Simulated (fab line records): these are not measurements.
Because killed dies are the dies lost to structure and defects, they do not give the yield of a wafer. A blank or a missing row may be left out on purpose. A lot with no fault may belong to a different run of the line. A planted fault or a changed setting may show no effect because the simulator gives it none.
Struck lot and sound lot, side by side + flow nand-harc + 18 out of 1159 route steps
Sound: these wafers, L728.1, L728.4, L728.5. Struck: wafers L740.3, L740.4, L740.6. Last of all comes the cause.
Per side, at each step with rows, come the tool, then ch with its chambers, and then its first start. Under that, the readings that differ: sound wafers + struck wafers + difference of the means + sigmas: that difference in standard deviations of wafers without a fault.
alike: a reading whose means differ by less than 2 such deviations, as well as words and numbers matching on both sides. not compared: withheld readings; readings where some wafer has no value; bounds like >300 that might hide an equal value; numbers whose values overlap and for which the record gives no deviation.
Wherever a step has rows on one side only, a row that says differs or no value, or a row with sigmas, the two part there. When numbers do not overlap yet have no deviation, they are printed without sigmas and do not part them. A reading that every wafer of one side lacks parts them only if that side has two wafers or more.

NHARC_P_ZERO_WELL_CD_MEAS_24: target cd 720 nm.
  sound on cd-sem-01 ch 0, day 2 14:31; struck on cd-sem-03 ch 0, day 5 14:41
  alike: cd-nm
then, 1 step without rows for these wafers: NHARC_P_ZERO_WELL_HARDBAKE_25 (time 80 s).
NHARC_P_ZERO_WELL_DESCUM_26: chemistry O2, time 3 s.
  sound on rie-diel-05 ch 0,2,3, day 2 14:42; struck on rie-diel-01 ch 0,1, day 5 14:52
  alike: drypump-motor-current-A, oes-product-au, rf-vpp-V, showerhead-plenum-p-Torr, throttle-valve-pct
  not compared: rf-hours-counter-h
then, 9 steps without rows for these wafers: NHARC_P_ZERO_WELL_IMPLANT_27; NHARC_P_ZERO_WELL_IMPLANT_57; NHARC_P_ZERO_WELL_IMPLANT_58; NHARC_P_ZERO_WELL_STRIP_28 (strips in SPM, time 840 s); NHARC_P_ZERO_WELL_DEHYDRATE_29 (time 120 s); NHARC_P_ZERO_WELL_HMDS_30 (time 30 s); NHARC_P_ZERO_WELL_COAT_31; NHARC_P_ZERO_WELL_SOFTBAKE_32 (time 95 s); NHARC_P_ZERO_WELL_EBR_33.
NHARC_P_ZERO_WELL_EXPOSE_34: exposes mask P PWELL, target cd 720 nm.
  sound on krf-scanner-03 ch 0, day 2 16:01; struck on krf-scanner-03 ch 0, day 5 16:11
| reading              | sound                | struck               | difference | sigmas      |
|----------------------|----------------------|----------------------|------------|-------------|
| exposure-dose-mJ-cm2 | 22.344 22.313 22.352 | 19.968 19.929 19.967 | -2.382     | -99 or more |
  alike: mask, reticle-temp-C
then, 2 steps without rows for these wafers: NHARC_P_ZERO_WELL_PEB_35 (peb time 85 s); NHARC_P_ZERO_WELL_DEVELOP_36 (time 70 s).
NHARC_P_ZERO_WELL_CD_MEAS_37: target cd 720 nm.
  sound on cd-sem-02 ch 0, day 2 16:10; struck on cd-sem-02 ch 0, day 5 16:21
| reading    | sound             | struck            | difference | sigmas |
|------------|-------------------|-------------------|------------|--------|
| cd-nm (nm) | 720.8 720.1 716.5 | 699.4 700.6 700.9 | -18.8      | -9     |
then, 1 step without rows for these wafers: NHARC_P_ZERO_WELL_HARDBAKE_38 (time 80 s).
NHARC_END_SORT_01:
  the record has rows for the sound wafers here (prober-01 ch 0, day 20 15:07) and none for the struck ones

WHERE THEY PART
Earliest at NHARC_P_ZERO_WELL_EXPOSE_34; latest, in this record, at NHARC_END_SORT_01.

WHY: what the simulator had put in
Process parameters drifting: krf-scanner-03 at NHARC_P_ZERO_WELL_EXPOSE_34, beginning at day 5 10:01. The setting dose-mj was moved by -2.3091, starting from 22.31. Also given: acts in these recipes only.
